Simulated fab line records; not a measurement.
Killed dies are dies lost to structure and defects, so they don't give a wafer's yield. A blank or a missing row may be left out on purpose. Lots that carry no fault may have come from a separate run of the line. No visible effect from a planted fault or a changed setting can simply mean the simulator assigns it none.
fab line records + flow nand_harc
[record]
- lots = 12
- wafers = 36
- last_day = 34
route steps=1302 shown A_CHANNEL_HOLE_D1@477 A_DECK1_JOINT@518 END@1302
lots that met no fault: taken from a fault-free run of the same line
start_h: start of the lot's first displayed wafer, in hours after the record's first day + wait_h: hours from the lot's prior step to this one + " repeats the value in the row above + L1.1+2: a row that stands for several wafers + - no value present, or no start provided + * or withheld: withheld + < > ~ a bound
route shown NAME@n: names a module that has steps shown in the file, with the first one's number in the route + usual: mean and standard deviation over wafers with no fault + same: alike in all rows + chamber/n: place in a boat + sites: readings site by site + _std_site: their standard deviation + _edge_site: the outer-site mean with the inner-site mean subtracted + radius_mm: how far each site lies from the wafer's centre + mask NAME#n: copy n + behind: tool/chamber where the wafer was last shaped + hold: reason for holding the lot/hours on hold/outcome of the hold + device: the transistor (n, p or np) that didn't switch + end of line: the same wafers' tests at the end of the route + for a step that has no rows: nothing shown but its recipe + killed: at the first sort, the dies lost to defects and structure; wafer yield is something else + map: a wafer's dies, x killed, . not, _ none there
set.NAME: the setting the step ran with; set.NAME@STEP: the setting that earlier step ran with + model.NAME: the simulator's own value behind a step, which no gauge read
the route's steps for a sample of lots (tables are steps, rows are wafers)
services: from which hour (start_h, from the record's first day; less than 0 if before it) a tool's chamber was out of use, for how many hours, and why
[[steps]]
[step NHARC_A_CHANNEL_HOLE_D1_ETCH_25]
[recipe]
- bias_v = 5000
- source_w = withheld
- pressure_mtorr = 20
- time_s = 1040.2
- ar_flow_sccm = 375
- c4f8_flow_sccm = 93.8
- o2_flow_sccm = 31.2
- temp_c = -20
- target_depth_a = 15000
- chemistry = C4F8/O2/Ar
[usual]
- drypump_motor_current_A = 6.08/0.29
- showerhead_plenum_p_Torr = 3.62/0.15
- throttle_valve_pct = 32.236/0.0099
| lot.wafer | tool        | chamber | start_h | wait_h | drypump_motor_current_A | rf_hours_counter_h | showerhead_plenum_p_Torr | throttle_valve_pct |
|-----------|-------------|---------|---------|--------|-------------------------|--------------------|--------------------------|--------------------|
| L399.1    | har_etch-02 | 0       | 201.08  | 0.7    | 6.55                    | 297                | 3.40                     | 32.219             |
| L399.3    | "           | 1       | "       | "      | 5.73                    | -                  | 3.52                     | 32.225             |
| L399.4    | "           | 0       | "       | "      | 6.54                    | -                  | 3.40                     | 32.225             |
| L401.2    | har_etch-01 | 1       | 211.14  | 0.7    | 5.94                    | 102                | 3.72                     | 32.238             |
| L401.3    | "           | 1       | "       | "      | 5.88                    | -                  | 3.72                     | 32.214             |
| L401.6    | "           | 1       | "       | "      | 5.89                    | -                  | 3.72                     | 32.243             |
| L402.1    | har_etch-02 | 0       | 221.59  | 0.7    | 6.54                    | 316                | 3.39                     | 32.249             |
| L402.4    | "           | 1       | "       | "      | 5.75                    | -                  | 3.51                     | 32.231             |
| L402.5    | "           | 1       | "       | "      | 5.73                    | -                  | 3.51                     | 32.244             |
| L405.2    | har_etch-01 | 1       | 266.63  | 0.7    | 5.86                    | 136                | 3.70                     | 32.243             |
| L405.3    | "           | 1       | "       | "      | 5.89                    | -                  | 3.70                     | 32.235             |
| L405.6    | "           | 0       | "       | "      | 6.15                    | -                  | 3.55                     | 32.239             |
| L407.4    | har_etch-02 | 1       | 275.07  | 0.7    | 5.72                    | -                  | 3.50                     | 32.239             |
| L407.3    | "           | 0       | "       | "      | 6.55                    | -                  | 3.92                     | 32.229             |
| L407.6    | "           | 1       | "       | "      | 5.73                    | -                  | 3.50                     | 32.251             |
| L408.4    | har_etch-01 | 0       | 290.02  | 0.7    | 6.11                    | -                  | 3.54                     | 32.238             |
| L408.3    | "           | 1       | "       | "      | 5.90                    | -                  | 3.69                     | 32.253             |
| L408.6    | "           | 0       | "       | "      | 6.18                    | -                  | 3.54                     | 32.237             |
| L409.3    | har_etch-02 | 1       | 294.75  | 0.7    | 5.73                    | -                  | 3.49                     | 32.240             |
| L409.6    | "           | 0       | "       | "      | 6.52                    | -                  | 3.91                     | 32.222             |
| L409.5    | "           | 1       | "       | "      | 5.73                    | -                  | 3.49                     | 32.231             |
| L410.2    | har_etch-01 | 0       | 301.10  | 0.6    | 6.21                    | 163                | 3.54                     | 32.258             |
| L410.4    | "           | 0       | "       | "      | 6.17                    | -                  | 3.54                     | 32.242             |
| L410.6    | "           | 0       | "       | "      | 6.19                    | -                  | 3.54                     | 32.236             |
| L412.2    | har_etch-02 | 1       | 325.97  | 0.6    | 5.74                    | 362                | 3.48                     | 32.233             |
| L412.3    | "           | 1       | "       | "      | 5.73                    | -                  | 3.48                     | 32.243             |
| L412.5    | "           | 1       | "       | "      | 5.74                    | -                  | 3.48                     | 32.226             |
| L413.2    | har_etch-01 | 0       | 330.13  | 0.6    | 6.18                    | 174                | 3.53                     | 32.233             |
| L413.4    | "           | 0       | "       | "      | 6.20                    | -                  | 3.53                     | 32.243             |
| L413.3    | "           | 1       | "       | "      | 5.93                    | -                  | 3.68                     | 32.251             |
| L416.2    | har_etch-01 | 0       | 365.56  | 0.7    | 6.18                    | 197                | 3.52                     | 32.234             |
| L416.4    | "           | 0       | "       | "      | 6.22                    | -                  | 3.52                     | 32.247             |
| L416.5    | "           | 0       | "       | "      | 6.21                    | -                  | 3.52                     | 32.235             |
| L421.2    | har_etch-02 | 0       | 418.97  | 0.7    | 6.55                    | 18                 | 3.87                     | 32.226             |
| L421.4    | "           | 0       | "       | "      | 6.56                    | -                  | 3.87                     | 32.221             |
| L421.6    | "           | 0       | "       | "      | 6.56                    | -                  | 3.87                     | 32.239             |
[step NHARC_A_CHANNEL_HOLE_D1_ETCH_26]
[recipe]
- bias_v = 300
- source_w = 2000
- pressure_mtorr = 30
- time_s = 224.1
- ar_flow_sccm = 375
- c4f8_flow_sccm = 11.4
- o2_flow_sccm = 113.6
- temp_c = -20
- target_depth_a = 3000
- chemistry = C4F8/O2/Ar
[usual]
- drypump_motor_current_A = 6.08/0.29
- showerhead_plenum_p_Torr = 3.67/0.16
- throttle_valve_pct = 24.585/0.0096
| lot.wafer | tool        | chamber | start_h | wait_h | drypump_motor_current_A | rf_hours_counter_h | showerhead_plenum_p_Torr | throttle_valve_pct |
|-----------|-------------|---------|---------|--------|-------------------------|--------------------|--------------------------|--------------------|
| L399.1    | har_etch-02 | 0       | 201.86  | 0.6    | 6.55                    | 298                | 3.43                     | 24.580             |
| L399.3    | "           | 1       | "       | "      | 5.73                    | -                  | 3.56                     | 24.601             |
| L399.4    | "           | 0       | "       | "      | 6.56                    | -                  | 3.43                     | 24.601             |
| L401.2    | har_etch-01 | 1       | 211.91  | 0.6    | 5.90                    | 103                | 3.77                     | 24.581             |
| L401.3    | "           | 1       | "       | "      | 5.91                    | -                  | 3.77                     | 24.596             |
| L401.6    | "           | 1       | "       | "      | 5.90                    | -                  | 3.77                     | 24.599             |
| L402.1    | har_etch-02 | 0       | 222.36  | 0.6    | 6.54                    | 317                | 3.42                     | 24.572             |
| L402.4    | "           | 1       | "       | "      | 5.70                    | -                  | 3.55                     | 24.588             |
| L402.5    | "           | 1       | "       | "      | 5.73                    | -                  | 3.55                     | 24.589             |
| L405.2    | har_etch-01 | 1       | 267.39  | 0.6    | 5.87                    | 137                | 3.75                     | 24.561             |
| L405.3    | "           | 1       | "       | "      | 5.91                    | -                  | 3.75                     | 24.572             |
| L405.6    | "           | 0       | "       | "      | 6.17                    | -                  | 3.60                     | 24.583             |
| L407.4    | har_etch-02 | 1       | 275.71  | 0.5    | 5.72                    | -                  | 3.54                     | 24.587             |
| L407.3    | "           | 0       | "       | "      | 6.53                    | -                  | 3.98                     | 24.571             |
| L407.6    | "           | 1       | "       | "      | 5.74                    | -                  | 3.54                     | 24.578             |
| L408.4    | har_etch-01 | 0       | 290.67  | 0.5    | 6.17                    | -                  | 3.59                     | 24.586             |
| L408.3    | "           | 1       | "       | "      | 5.91                    | -                  | 3.74                     | 24.573             |
| L408.6    | "           | 0       | "       | "      | 6.14                    | -                  | 3.59                     | 24.576             |
| L409.3    | har_etch-02 | 1       | 295.28  | 0.4    | 5.76                    | -                  | 3.53                     | 24.589             |
| L409.6    | "           | 0       | "       | "      | 6.55                    | -                  | 3.97                     | 24.595             |
| L409.5    | "           | 1       | "       | "      | 5.74                    | -                  | 3.53                     | 24.593             |
| L410.2    | har_etch-01 | 0       | 301.98  | 0.7    | 6.16                    | 164                | 3.58                     | 24.587             |
| L410.4    | "           | 0       | "       | "      | 6.16                    | -                  | 3.58                     | 24.584             |
| L410.6    | "           | 0       | "       | "      | 6.18                    | -                  | 3.58                     | 24.594             |
| L412.2    | har_etch-02 | 1       | 326.85  | 0.7    | 5.70                    | 363                | 3.52                     | 24.599             |
| L412.3    | "           | 1       | "       | "      | 5.72                    | -                  | 3.52                     | 24.581             |
| L412.5    | "           | 1       | "       | "      | 5.71                    | -                  | 3.52                     | 24.574             |
| L413.2    | har_etch-01 | 0       | 331.01  | 0.7    | 6.16                    | 175                | 3.57                     | 24.572             |
| L413.4    | "           | 0       | "       | "      | 6.17                    | -                  | 3.57                     | 24.586             |
| L413.3    | "           | 1       | "       | "      | 5.92                    | -                  | 3.73                     | 24.583             |
| L416.2    | har_etch-01 | 0       | 366.32  | 0.6    | 6.18                    | 198                | 3.56                     | 24.597             |
| L416.4    | "           | 0       | "       | "      | 6.16                    | -                  | 3.56                     | 24.581             |
| L416.5    | "           | 0       | "       | "      | 6.20                    | -                  | 3.56                     | 24.573             |
| L421.2    | har_etch-02 | 0       | 419.74  | 0.6    | 6.55                    | 18                 | 3.93                     | 24.575             |
| L421.4    | "           | 0       | "       | "      | 6.56                    | -                  | 3.93                     | 24.580             |
| L421.6    | "           | 0       | "       | "      | 6.57                    | -                  | 3.93                     | 24.601             |
[step NHARC_A_CHANNEL_HOLE_D1_STRIP_27]
[recipe]
- o2_flow_sccm = 500
- ar_flow_sccm = 0
- bias_w = 0
- chemistry = O2
[usual]
- drypump_motor_current_A = 5.61/0.29
- oes_product_au = 1.001/0.0081
- rf_vpp_V = 57.9/0.92
- showerhead_plenum_p_Torr = 3.57/0.17
- throttle_valve_pct = 17.036/0.0093
| lot.wafer | tool        | chamber | start_h | wait_h | drypump_motor_current_A | oes_product_au | rf_hours_counter_h | rf_vpp_V | showerhead_plenum_p_Torr | throttle_valve_pct |
|-----------|-------------|---------|---------|--------|-------------------------|----------------|--------------------|----------|--------------------------|--------------------|
| L399.1    | rie_diel-07 | 0       | -       | -      | 6.12                    | 1.008          | 28                 | 57.3     | 3.30                     | 17.044             |
| L399.3    | "           | 1       | "       | "      | 5.73                    | 1.014          | 28                 | 58.2     | 3.36                     | 17.020             |
| L399.4    | "           | 3       | "       | "      | 6.15                    | 1.007          | 27                 | 57.6     | 3.76                     | 17.034             |
| L401.2    | rie_diel-07 | 0       | -       | -      | 6.10                    | 1.010          | 34                 | 56.8     | 3.30                     | 17.029             |
| L401.3    | "           | 1       | "       | "      | 5.74                    | 1.004          | 34                 | 58.0     | 3.36                     | 17.025             |
| L401.6    | "           | 0       | "       | "      | 6.14                    | 1.004          | -                  | 58.6     | 3.30                     | 17.030             |
| L402.4    | rie_diel-01 | 3       | -       | -      | 5.33                    | 0.987          | 1                  | 57.7     | 3.31                     | 17.029             |
| L402.1    | "           | 2       | "       | "      | 5.68                    | 0.996          | 1                  | 58.9     | 3.65                     | 17.020             |
| L402.5    | "           | 3       | "       | "      | 5.31                    | 0.980          | -                  | 56.8     | 3.31                     | 17.026             |
| L405.3    | rie_diel-01 | 3       | -       | -      | 5.28                    | 1.007          | 4                  | 56.1     | 3.31                     | 17.040             |
| L405.2    | "           | 0       | "       | "      | 5.66                    | 1.000          | 4                  | 58.8     | 3.77                     | 17.053             |
| L405.6    | "           | 3       | "       | "      | 5.28                    | 1.000          | -                  | 56.9     | 3.31                     | 17.028             |
| L407.3    | rie_diel-05 | 2       | -       | -      | 5.33                    | 1.011          | 14                 | 58.8     | 3.66                     | 17.025             |
| L407.4    | "           | 3       | "       | "      | 5.49                    | 1.012          | 15                 | 57.2     | 3.49                     | 17.030             |
| L407.6    | "           | 1       | "       | "      | 5.47                    | 1.009          | -                  | 58.2     | 3.74                     | 17.030             |
| L408.3    | rie_diel-01 | 0       | -       | -      | 5.62                    | 1.008          | 6                  | 57.0     | 3.77                     | 17.049             |
| L408.4    | "           | 1       | "       | "      | 5.37                    | 1.013          | 6                  | 57.2     | 3.55                     | 17.053             |
| L408.6    | "           | 0       | "       | "      | 5.64                    | 1.009          | -                  | 58.2     | 3.77                     | 17.034             |
| L409.3    | rie_diel-01 | 1       | -       | -      | 5.39                    | 1.006          | 7                  | 57.9     | 3.55                     | 17.037             |
| L409.5    | "           | 1       | "       | "      | 5.36                    | 1.003          | -                  | 58.3     | 3.55                     | 17.035             |
| L409.6    | "           | 2       | "       | "      | 5.72                    | 1.004          | -                  | 59.0     | 3.65                     | 17.051             |
| L410.2    | rie_diel-01 | 1       | -       | -      | 5.35                    | 1.010          | 8                  | 56.1     | 3.55                     | 17.059             |
| L410.4    | "           | 2       | "       | "      | 5.69                    | 1.006          | 7                  | 58.7     | 3.65                     | 17.026             |
| L410.6    | "           | 3       | "       | "      | 5.30                    | 0.994          | -                  | 56.6     | 3.31                     | 17.029             |
| L412.3    | rie_diel-05 | 0       | -       | -      | 6.20                    | 1.006          | 31                 | 57.3     | 3.67                     | 17.036             |
| L412.2    | "           | 3       | "       | "      | 5.50                    | 1.006          | 31                 | 57.3     | 3.48                     | 17.027             |
| L412.5    | "           | 1       | "       | "      | 5.47                    | 1.010          | -                  | 58.6     | 3.73                     | 17.040             |
| L413.2    | rie_diel-01 | 0       | -       | -      | 5.60                    | 0.997          | 10                 | 57.7     | 3.76                     | 17.050             |
| L413.4    | "           | 1       | "       | "      | 5.37                    | 0.991          | 10                 | 58.7     | 3.55                     | 17.034             |
| L413.3    | "           | 3       | "       | "      | 5.33                    | 0.989          | 10                 | 56.7     | 3.31                     | 17.047             |
| L416.2    | rie_diel-01 | 0       | -       | -      | 5.66                    | 1.008          | 11                 | 58.4     | 3.76                     | 17.033             |
| L416.4    | "           | 1       | "       | "      | 5.36                    | 1.002          | 14                 | 57.1     | 3.54                     | 17.038             |
| L416.5    | "           | 0       | "       | "      | 5.65                    | 1.009          | -                  | 59.1     | 3.76                     | 17.032             |
| L421.2    | rie_diel-01 | 2       | -       | -      | 5.64                    | 1.000          | 3                  | 57.4     | 3.64                     | 17.035             |
| L421.4    | "           | 1       | "       | "      | 5.39                    | 0.998          | 3                  | 56.1     | 3.54                     | 17.033             |
| L421.6    | "           | 2       | "       | "      | 5.70                    | 0.994          | -                  | 56.7     | 3.64                     | 17.043             |
[step NHARC_A_DECK1_JOINT_ETCHBACK_07]
[recipe]
- target_depth_a = 1050
- time_s = 26.9
- hbr_flow_sccm = 150
- rf_w = 350
- icp_w = 350
- bias_w = 60
- chemistry = HBr
[usual]
- drypump_motor_current_A = 5.7/0.33
- oes_product_au = 1.001/0.0071
- throttle_valve_pct = 23.267/0.0094
| lot.wafer | tool      | chamber | start_h | wait_h | drypump_motor_current_A | oes_product_au | rf_hours_counter_h | throttle_valve_pct |
|-----------|-----------|---------|---------|--------|-------------------------|----------------|--------------------|--------------------|
| L399.1    | rie_si-02 | 0       | 254.14  | 0.1    | 5.8                     | 0.991          | 0.9                | 23.278             |
| L399.4    | "         | 1       | "       | "      | 5.5                     | 1.004          | 1.0                | 23.272             |
| L399.3    | "         | 2       | "       | "      | 5.8                     | 0.992          | 0.9                | 23.251             |
| L401.2    | rie_si-03 | 2       | 265.20  | 0.1    | 6.0                     | 0.993          | 0.2                | 23.272             |
| L401.3    | "         | 3       | "       | "      | 5.9                     | 0.994          | 0.3                | 23.269             |
| L401.6    | "         | 2       | "       | "      | 6.0                     | 1.007          | -                  | 23.256             |
| L402.1    | rie_si-05 | 1       | 275.50  | 0.1    | 5.0                     | 1.004          | 0.8                | 23.249             |
| L402.4    | "         | 2       | "       | "      | 5.5                     | 0.991          | 0.8                | 23.276             |
| L402.5    | "         | 1       | "       | "      | 5.0                     | 1.016          | -                  | 23.267             |
| L405.3    | rie_si-02 | 3       | 317.68  | 0.1    | 5.7                     | 0.994          | 0.3                | 23.264             |
| L405.2    | "         | 1       | "       | "      | 5.5                     | 0.993          | 0.2                | 23.283             |
| L405.6    | "         | 2       | "       | "      | 5.8                     | 0.999          | -                  | 23.285             |
| L407.3    | rie_si-03 | 1       | 328.72  | 0.1    | 6.2                     | 1.008          | 0.6                | 23.258             |
| L407.6    | "         | 1       | "       | "      | 6.2                     | 1.002          | -                  | 23.259             |
| L407.4    | "         | 2       | "       | "      | 6.0                     | 1.000          | -                  | 23.265             |
| L409.3    | rie_si-03 | 0       | 344.26  | 0.1    | 5.2                     | 1.020          | 0.7                | 23.260             |
| L409.5    | "         | 0       | "       | "      | 5.2                     | 1.006          | -                  | 23.265             |
| L409.6    | "         | 2       | "       | "      | 6.0                     | 1.015          | -                  | 23.273             |
| L408.3    | rie_si-02 | 3       | 344.29  | 0.1    | 5.7                     | 1.002          | 0.5                | 23.266             |
| L408.4    | "         | 2       | "       | "      | 5.8                     | 1.006          | -                  | 23.272             |
| L408.6    | "         | 3       | "       | "      | 5.8                     | 0.995          | -                  | 23.270             |
| L410.2    | rie_si-05 | 0       | 354.45  | 0.1    | 5.5                     | 1.003          | 0.3                | 23.282             |
| L410.4    | "         | 2       | "       | "      | 5.5                     | 1.010          | 0.4                | 23.274             |
| L410.6    | "         | 0       | "       | "      | 5.5                     | 1.006          | -                  | 23.258             |
| L412.3    | rie_si-02 | 1       | 377.76  | 0.1    | 5.6                     | 1.018          | 0.7                | 23.279             |
| L412.2    | "         | 3       | "       | "      | 5.7                     | 1.013          | 0.8                | 23.257             |
| L412.5    | "         | 3       | "       | "      | 5.7                     | 1.008          | -                  | 23.257             |
| L413.2    | rie_si-03 | 3       | 381.57  | 0.1    | 5.9                     | 0.966          | 0.7                | 23.264             |
| L413.3    | "         | 1       | "       | "      | 6.2                     | 0.956          | 0.9                | 23.245             |
| L413.4    | "         | 2       | "       | "      | 6.0                     | 0.966          | 1.0                | 23.264             |
| L416.4    | rie_si-03 | 0       | 422.54  | 0.1    | 5.2                     | 0.965          | 0.1                | 23.265             |
| L416.2    | "         | 1       | "       | "      | 6.2                     | 0.965          | 0.1                | 23.266             |
| L416.5    | "         | 0       | "       | "      | 5.2                     | 0.952          | -                  | 23.270             |
| L421.2    | rie_si-03 | 3       | 477.13  | 0.1    | 5.9                     | 1.004          | 0.5                | 23.273             |
| L421.4    | "         | 0       | "       | "      | 5.1                     | 0.995          | 0.3                | 23.282             |
| L421.6    | "         | 3       | "       | "      | 5.9                     | 1.003          | -                  | 23.272             |
[step NHARC_END_SORT_01]
[recipe]
- temp_c = 25
[usual]
- killed_at_array = 56/21
- killed_at_other = 1.2/1.6
- killed_at_periphery = 3.7/2.5
- killed_dies = 61/21
- killed_open = 3.1/1.8
- killed_short = 2.8/1.7
[same]
- gross_dies = 677
| lot.wafer | tool      | chamber | start_h | wait_h | killed_at_array | killed_at_other | killed_at_periphery | killed_dies | killed_open | killed_short |
|-----------|-----------|---------|---------|--------|-----------------|-----------------|---------------------|-------------|-------------|--------------|
| L416.2    | prober-01 | 0       | 739.59  | 2.8    | 49              | 0               | 4                   | 53          | 3           | 5            |
| L416.4    | prober-01 | 0       | 741.21  | 3.4    | 55              | 0               | 2                   | 57          | 3           | 1            |
| L416.5    | prober-01 | 0       | 742.02  | 3.7    | 54              | 1               | 5                   | 60          | 5           | 4            |
// killed by level:class
L416.2 A_SLIT:chamber_film_flake=27 A_CHANNEL_HOLE_D1:chamber_film_flake=7 A_CONTACT:chamber_film_flake=3 A_ZERO_WELL:chamber_film_flake=2 P_M2:geometric_particle:short=1 A_ONON_D1:geometric_particle:short=1 A_CHANNEL_HOLE_D1:geometric_particle:open=1 A_ONON_D2:geometric_particle:open=1
L416.4 A_SLIT:chamber_film_flake=24 A_CHANNEL_HOLE_D1:chamber_film_flake=17 A_SGD_CUT:chamber_film_flake=4 A_ONON_D1:geometric_particle:open=2 A_STAIRCASE:chamber_film_flake=2 A_CHANNEL_HOLE_D1:geometric_particle:short=1 A_CHANNEL_FILL_D2:geometric_particle:open=1 P_ZERO_WELL:chamber_film_flake=1
L416.5 A_SLIT:chamber_film_flake=27 A_CHANNEL_HOLE_D1:chamber_film_flake=12 P_M0:geometric_particle:open=2 A_CONTACT:chamber_film_flake=2 A_DECK1_JOINT:chamber_film_flake=2 A_SGD_CUT:chamber_film_flake=2 P_ZERO_WELL:geometric_particle:open=1 A_CHANNEL_HOLE_D1:geometric_particle:short=1
[[services]]
| tool        | chamber | start_h | hours | kind   |
|-------------|---------|---------|-------|--------|
| har_etch-01 | -       | 191.22  | 0.3   | repair |
| rie_diel-01 | 1       | 195.74  | 3.0   | repair |
| rie_diel-01 | 3       | 201.20  | 7.4   | repair |
| rie_diel-01 | -       | 204.03  | 9.0   | pm     |
| rie_si-03   | -       | 221.00  | 9.0   | pm     |
| rie_diel-05 | -       | 229.63  | 9.0   | pm     |
| rie_si-03   | -       | 238.23  | 0.3   | repair |
| rie_si-03   | 0       | 248.99  | 1.3   | repair |
| rie_diel-07 | -       | 253.45  | 0.7   | repair |
| rie_diel-07 | 0       | 275.90  | 13.9  | repair |
| rie_si-02   | -       | 277.00  | 9.0   | pm     |
| rie_diel-07 | -       | 294.35  | 9.0   | pm     |
| rie_si-05   | -       | 305.00  | 9.0   | pm     |
| rie_diel-05 | 0       | 307.80  | 3.0   | repair |
| rie_si-03   | 3       | 310.82  | 36.1  | repair |
| rie_si-02   | 0       | 316.55  | 106.7 | repair |
| rie_diel-01 | 0       | 340.62  | 2.5   | repair |
| har_etch-02 | -       | 377.00  | 17.0  | pm     |
| rie_diel-01 | -       | 381.03  | 9.0   | pm     |
| rie_si-03   | -       | 398.00  | 9.0   | pm     |
| rie_si-02   | 2       | 407.47  | 6.4   | repair |
| rie_si-03   | -       | 434.98  | 0.3   | repair |
| rie_si-03   | 0       | 435.50  | 15.6  | repair |
| rie_si-02   | -       | 454.00  | 9.0   | pm     |
[[key]]
[first_sign]
- step = NHARC_A_DECK1_JOINT_ETCHBACK_07
- reading = oes_product_au
- direction = down
- sigmas = 5.6
- usual = 1.001
- struck = 0.962
effect none on later readings
met_at NHARC_A_DECK1_JOINT_ETCHBACK_07
struck_lots L413,L416
tester_left_out L413,L416
not_acting_at NHARC_A_CHANNEL_HOLE_D1_ETCH_25,NHARC_A_CHANNEL_HOLE_D1_ETCH_26,NHARC_A_CHANNEL_HOLE_D1_STRIP_27
onset_between 344.26 381.57
[fault]
- kind = process_parameter_drift
- tool = rie_si-03
- chamber = -
- onset_h = 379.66
- steps = NHARC_A_DECK1_JOINT_ETCHBACK_07
- channel = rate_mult
- offset = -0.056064
- shape = step
- end_h = 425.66
// tester_left_out: of these lots the tester's yield and bins aren't shown, on N5 and GAA mostly nor the transistor test; their killed dies are dies lost to structure and defects alone, not to doping, threshold or leakage, so they don't give the yield
